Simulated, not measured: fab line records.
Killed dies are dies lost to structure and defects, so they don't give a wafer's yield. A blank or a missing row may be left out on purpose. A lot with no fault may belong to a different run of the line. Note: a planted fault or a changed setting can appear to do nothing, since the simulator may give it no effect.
Chamber matching + flow n5_finfet + N5_HKMG_FIN_STRIP_92 on rie_diel-02 has 4 sister chambers
The step strips SOC in N2/H2, time 20 s. 4 wafers are shown with their chamber, then 10 later ones without.

== WAFERS, EACH WITH ITS CHAMBER ==
| wafer  | chamber | drypump_motor_current_A (A) |
|--------|---------|-----------------------------|
| L083.1 | 3       | 6.8                         |
| L085.1 | 1       | 5.6                         |
| L087.1 | 0       | 5.3                         |
| L087.2 | 2       | 6.4                         |

== WAFERS MISSING THEIR CHAMBER ==
| wafer  | drypump_motor_current_A (A) |
|--------|-----------------------------|
| L087.3 | 6.8                         |
| L086.3 | 5.3                         |
| L086.4 | 6.8                         |
| L086.5 | 5.7                         |
| L091.2 | 6.5                         |
| L091.3 | 5.3                         |
| L091.4 | 6.9                         |
| L092.2 | 6.5                         |
| L092.5 | 6.8                         |
| L092.6 | 5.3                         |

== WHICH CHAMBER EACH WENT THROUGH ==
| wafer  | from the rows above | in truth |
|--------|---------------------|----------|
| L087.3 | 3                   | 3        |
| L086.3 | 0                   | 0        |
| L086.4 | 3                   | 3        |
| L086.5 | 1                   | 1        |
| L091.2 | 2                   | 2        |
| L091.3 | 0                   | 0        |
| L091.4 | 3                   | 3        |
| L092.2 | 2                   | 2        |
| L092.5 | 3                   | 3        |
| L092.6 | 0                   | 0        |
Placed correctly: 10 of 10. Not placeable from these rows: 0. Wrongly placed: 0.
How it was worked out, from the rows above alone: a wafer's distance from a chamber is the root of the sum, over the readings, of the square of ((its reading less the chamber's mean) divided by the reading's scatter). If the next closest chamber is less than 2 further off than the closest, the wafer can't be placed; otherwise it belongs to the closest. The mean given for a chamber averages the wafers shown for that chamber. The scatter: root of mean squared gap, hidden wafer to nearest shown wafer, with one shown wafer a chamber.
